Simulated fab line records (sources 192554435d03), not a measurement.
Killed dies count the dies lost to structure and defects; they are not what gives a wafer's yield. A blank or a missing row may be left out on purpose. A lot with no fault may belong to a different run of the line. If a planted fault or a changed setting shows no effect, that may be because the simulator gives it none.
What tool caused it? | flow n5 finfet | Sampling: 24 lots, 72 wafers, 4 of 1938 route steps

## WHAT THE GAUGES SHOWED, per wafer
N5_SD_EPI_P_INSPECT_11: inspects for defects (macro).
lot  | measured    | on                | raw defect count
L074 | day 3 05:59 | defect inspect-01 | 2 2 0
L075 | day 3 10:46 | defect inspect-02 | 2 2 3
L076 | day 3 18:04 | defect inspect-02 | 4 0 0
L077 | day 3 22:42 | defect inspect-02 | 3 2 1
L078 | day 4 06:57 | defect inspect-02 | 1 2 2
L079 | day 4 10:55 | defect inspect-02 | 0 0 0
L080 | day 4 16:55 | defect inspect-01 | 1 0 0
L081 | day 4 23:23 | defect inspect-01 | 3 2 2
L082 | day 5 06:53 | defect inspect-01 | 2 1 1
L083 | day 5 13:34 | defect inspect-01 | 2 3 3
L084 | day 5 22:34 | defect inspect-02 | 3 1 5
L085 | day 5 23:46 | defect inspect-02 | 2 4 3
L086 | day 6 13:36 | defect inspect-02 | 1 1 2
L087 | day 6 15:43 | defect inspect-01 | 0 1 4
L088 | day 6 20:17 | defect inspect-02 | 0 2 1
L089 | day 7 03:37 | defect inspect-01 | 1 0 4
L090 | day 7 06:38 | defect inspect-01 | 3 6 1
L091 | day 7 14:15 | defect inspect-02 | 5 2 2
L092 | day 7 19:26 | defect inspect-01 | 0 2 4
L093 | day 7 23:17 | defect inspect-01 | 2 3 3
L094 | day 8 10:10 | defect inspect-02 | 1 4 1
L095 | day 8 14:43 | defect inspect-01 | 1 1 3
L096 | day 8 21:50 | defect inspect-01 | 2 2 1
L097 | day 9 07:58 | defect inspect-02 | 0 0 0

N5_ILD0_THK_MEAS_08.
lot  | measured    | on            | thk nm (nm)
L074 | day 3 15:28 | film metro-02 | 138.8 137.5 139.5
L075 | day 3 18:26 | film metro-01 | 137.9 137.5 139.3
L076 | day 4 01:46 | film metro-01 | 140.4 140.0 138.1
L077 | day 4 06:38 | film metro-02 | 140.0 140.3 137.8
L078 | day 4 15:00 | film metro-02 | 138.9 137.6 137.3
L079 | day 4 19:23 | film metro-01 | 136.4 140.2 138.7
L080 | day 5 01:40 | film metro-01 | 140.6 140.2 140.3
L081 | day 5 09:04 | film metro-02 | 141.3 141.2 140.2
L082 | day 5 16:35 | film metro-01 | 140.4 139.5 139.8
L083 | day 5 23:07 | film metro-01 | 139.3 138.4 136.5
L084 | day 6 07:11 | film metro-01 | 139.8 138.5 139.5
L085 | day 6 08:37 | film metro-02 | 142.1 138.8 139.6
L086 | day 6 21:08 | film metro-02 | 137.6 139.3 136.2
L087 | day 7 00:07 | film metro-02 | 139.0 138.8 138.9
L088 | day 7 03:52 | film metro-01 | 139.7 139.8 138.1
L089 | day 7 14:06 | film metro-02 | 140.8 139.0 139.6
L090 | day 7 15:56 | film metro-02 | 139.4 139.6 139.5
L091 | day 7 22:05 | film metro-02 | 139.6 139.0 139.7
L092 | day 8 05:35 | film metro-02 | 138.1 138.4 137.6
L093 | day 8 08:13 | film metro-02 | 140.4 140.8 140.0
L094 | day 8 19:18 | film metro-01 | 139.8 139.3 139.1
L095 | day 8 23:56 | film metro-02 | 137.7 138.4 138.6
L096 | day 9 06:55 | film metro-01 | 141.1 139.0 139.2
L097 | day 9 17:51 | film metro-01 | 137.3 138.0 137.9

N5_SDB_OVL_MEAS_12.
lot  | measured    | on         | SDB_OVL (nm)
L074 | day 3 19:14 | overlay-01 | 0.3 -0.8 -0.9
L075 | day 3 22:12 | overlay-02 | -1.6 -1.4 -0.4
L076 | day 4 05:31 | overlay-01 | -1.2 -0.6 -0.8
L077 | day 4 10:28 | overlay-01 | -0.9 -0.3 -0.8
L078 | day 4 18:38 | overlay-02 | -0.2 0.1 1.4
L079 | day 5 00:40 | overlay-01 | -1.1 -0.3 -1.9
L080 | day 5 05:50 | overlay-02 | -1.6 -1.6 -1.4
L081 | day 5 12:50 | overlay-01 | -0.7 -1.4 -0.8
L082 | day 5 20:27 | overlay-02 | 0.7 -0.1 -0.4
L083 | day 6 02:55 | overlay-02 | -1.3 0.1 -0.8
L084 | day 6 10:57 | overlay-01 | 0.4 1.6 0.3
L085 | day 6 12:26 | overlay-01 | -0.5 -0.4 0.3
L086 | day 7 00:56 | overlay-01 | -0.1 0.2 -1.1
L087 | day 7 03:52 | overlay-02 | -0.2 -0.2 0.2
L088 | day 7 07:38 | overlay-01 | 0.2 0.4 -0.2
L089 | day 7 17:46 | overlay-02 | -0.6 -0.4 -0.1
L090 | day 7 19:50 | overlay-01 | 0.4 0.7 0.2
L091 | day 8 01:43 | overlay-02 | 0.6 0.6 -0.7
L092 | day 8 09:35 | overlay-02 | -1.8 -1.0 -1.6
L093 | day 8 12:11 | overlay-01 | -1.4 0.0 -2.0
L094 | day 9 00:09 | overlay-01 | -1.2 -0.8 -1.0
L095 | day 9 03:42 | overlay-01 | 0.3 0.7 1.1
L096 | day 9 10:41 | overlay-02 | -0.8 -1.1 0.1
L097 | day 9 21:37 | overlay-01 | -0.9 -1.2 -0.6

## EACH LOT AND THE TOOL THAT RAN IT (in order: tool; ch and the chambers of the sampled wafers; start)
lot  | N5_SD_EPI_N_ETCH_45
L074 | rie diel-02 ch 1,3, day 3 00:59
L075 | rie diel-02 ch 1,2,3, day 3 06:11
L076 | rie diel-03 ch 1,2,3, day 3 13:33
L077 | rie diel-03 ch 1,2,3, day 3 18:41
L078 | rie diel-02 ch 1,2,3, day 4 02:19
L079 | rie diel-03 ch 0,1, day 4 07:08
L080 | rie diel-05 ch 0,2, day 4 12:44
L081 | rie diel-02 ch 1,3, day 4 19:28
L082 | rie diel-03 ch 2,3, day 5 02:41
L083 | rie diel-05 ch 0,3, day 5 09:48
L084 | rie diel-03 ch 1,2,3, day 5 18:15
L085 | rie diel-03 ch 1,2,3, day 5 20:01
L086 | rie diel-05 ch 0,1,3, day 6 07:43
L087 | rie diel-02 ch 2,3, day 6 11:53
L088 | rie diel-03 ch 1,2, day 6 16:25
L089 | rie diel-02 ch 1,2, day 6 21:42
L090 | rie diel-02 ch 0,1,2, day 7 02:46
L091 | rie diel-03 ch 0,1, day 7 09:43
L092 | rie diel-03 ch 0,1,3, day 7 15:34
L093 | rie diel-05 ch 2,3, day 7 19:19
L094 | rie diel-02 ch 1,2,3, day 8 05:29
L095 | rie diel-05 ch 0,1,2, day 8 08:59
L096 | rie diel-05 ch 0,2,3, day 8 17:10
L097 | rie diel-02 ch 0,1,3, day 9 02:01
- N5_SD_EPI_N_ETCH_45: etches SiOCN in CH3F/O2, target depth 6 nm.

## WHAT THE TOOLS THEMSELVES READ (means of the sampled wafers that have a number; where no wafer has one, the mark that the record gives instead)
N5_SD_EPI_N_ETCH_45.
lot  | tool        | O2_flow_sccm (sccm) | drypump motor current A (A) | oes product au (a.u.) | rf vpp V (V) | showerhead plenum p Torr (Torr) | throttle valve pct (%)
L074 | rie diel-02 | 19.94               | 5.6                         | 0.84                  | 127.9        | 2.05                            | 23.25
L075 | rie diel-02 | 20.03               | 5.7                         | 0.82                  | 127.2        | 2.01                            | 23.35
L076 | rie diel-03 | 20.02               | 5.9                         | 0.76                  | 127.5        | 2.00                            | 23.21
L077 | rie diel-03 | 19.97               | 5.9                         | 0.75                  | 127.5        | 2.00                            | 23.22
L078 | rie diel-02 | 20.03               | 5.7                         | 0.80                  | 127.4        | 2.00                            | 23.35
L079 | rie diel-03 | 20.04               | 6.3                         | 0.73                  | 127.4        | 1.99                            | 23.34
L080 | rie diel-05 | 20.00               | 5.6                         | 0.70                  | 127.5        | 2.00                            | 23.22
L081 | rie diel-02 | 20.01               | 5.5                         | 0.81                  | 127.3        | 2.05                            | 23.27
L082 | rie diel-03 | 19.98               | 5.8                         | 0.72                  | 128.2        | 1.98                            | 23.09
L083 | rie diel-05 | 19.96               | 6.0                         | 0.73                  | 127.6        | 2.07                            | 23.33
L084 | rie diel-03 | 19.98               | 5.9                         | 0.74                  | 126.9        | 1.99                            | 23.23
L085 | rie diel-03 | 20.09               | 5.9                         | 0.74                  | 127.4        | 1.99                            | 23.24
L086 | rie diel-05 | 20.03               | 5.8                         | 0.71                  | 127.9        | 2.07                            | 23.45
L087 | rie diel-02 | 20.02               | 5.9                         | 0.82                  | 126.9        | 1.95                            | 23.38
L088 | rie diel-03 | 19.97               | 5.8                         | 0.71                  | 128.0        | 1.98                            | 23.34
L089 | rie diel-02 | 19.98               | 5.6                         | 0.71                  | 127.2        | 2.00                            | 23.46
L090 | rie diel-02 | 19.96               | 5.9                         | 0.74                  | 126.4        | 1.96                            | 23.41
L091 | rie diel-03 | 20.03               | 6.3                         | 0.71                  | 127.0        | 1.98                            | 23.37
L092 | rie diel-03 | 19.97               | 6.2                         | 0.73                  | 127.1        | 1.99                            | 23.26
L093 | rie diel-05 | 20.04               | 6.2                         | 0.79                  | 127.3        | 2.03                            | 23.39
L094 | rie diel-02 | 20.03               | 5.7                         | 0.76                  | 127.7        | 1.99                            | 23.39
L095 | rie diel-05 | 20.02               | 5.5                         | 0.78                  | 128.3        | 2.02                            | 23.29
L096 | rie diel-05 | 19.99               | 5.9                         | 0.78                  | 127.0        | 2.02                            | 23.29
L097 | rie diel-02 | 20.04               | 5.9                         | 0.77                  | 127.0        | 1.95                            | 23.35

## THE ANSWER, worked out from the rows above alone
Rule: what is usual is taken from the lots themselves. The widest of any qualifying gaps counts: lots, ordered by their means at a reading, are off when they make up no more than a third of the lots, leave a main group of 4 or more, and stand apart from it by 3 or more times the standard deviation of that group's means. Not used: any main group whose means are identical at the precision the tables above print for the reading. Also off: a lot with no number at a reading for which 4 or more lots have one. Any other lot the step has rows for is counted as sound. After the gauges, taken in route order, come the tools' own readings; for these a lot's mean is taken, as printed above. At the first step where some lot is off, the reading lying furthest off is the one used; lots without a number count as furthest.
Nothing can be told from this: no lot is off at any reading shown.

## WHAT HAD BEEN PUT IN BY THE SIMULATOR
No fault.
